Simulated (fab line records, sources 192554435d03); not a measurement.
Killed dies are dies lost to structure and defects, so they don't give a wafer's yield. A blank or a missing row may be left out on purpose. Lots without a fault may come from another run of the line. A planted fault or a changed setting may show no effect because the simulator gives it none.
Chamber matching | flow n5_finfet | N5_SDB_DESCUM_16 on rie_diel-01: 4 sister chambers
The step chemistry O2, time 7.9 s. 4 wafers are shown with their chamber, then 7 later ones without.

WAFERS WITH THEIR CHAMBER
wafer  | chamber | showerhead_plenum_p_Torr (Torr)
L900.2 | 2       | 2.14
L902.4 | 3       | 2.03
L903.2 | 1       | 2.03
L903.5 | 0       | 2.06

WAFERS WITHOUT THEIR CHAMBER
wafer  | showerhead_plenum_p_Torr (Torr)
L903.6 | 2.02
L909.1 | 2.05
L909.4 | 2.13
L909.5 | 2.03
L910.2 | 2.13
L910.4 | 2.05
L910.5 | 2.02

WHICH CHAMBER EACH WENT THROUGH
wafer  | from the rows above          | in truth
L903.6 | can't be placed: 1 or 3      | 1
L909.1 | can't be placed: 0 or 1 or 3 | 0
L909.4 | 2                            | 2
L909.5 | can't be placed: 1 or 3      | 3
L910.2 | 2                            | 2
L910.4 | can't be placed: 0 or 1 or 3 | 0
L910.5 | can't be placed: 1 or 3      | 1
Placed correctly: 2 of 7. Can't be placed from these rows: 5 (the true chamber is among the candidates in 5). Placed wrongly: 0.
How it was worked out, from the rows above alone: a wafer's distance from a chamber is the root of the sum, over the readings, of the square of ((its reading less the chamber's mean) divided by the reading's scatter). The wafer belongs to the nearest chamber; if the next one is less than 2 further off, it can't be placed. A chamber's mean is the mean of its shown wafers. The scatter: with one shown wafer a chamber, the root of the mean of the squares of how far each hidden wafer lies from its nearest shown one.
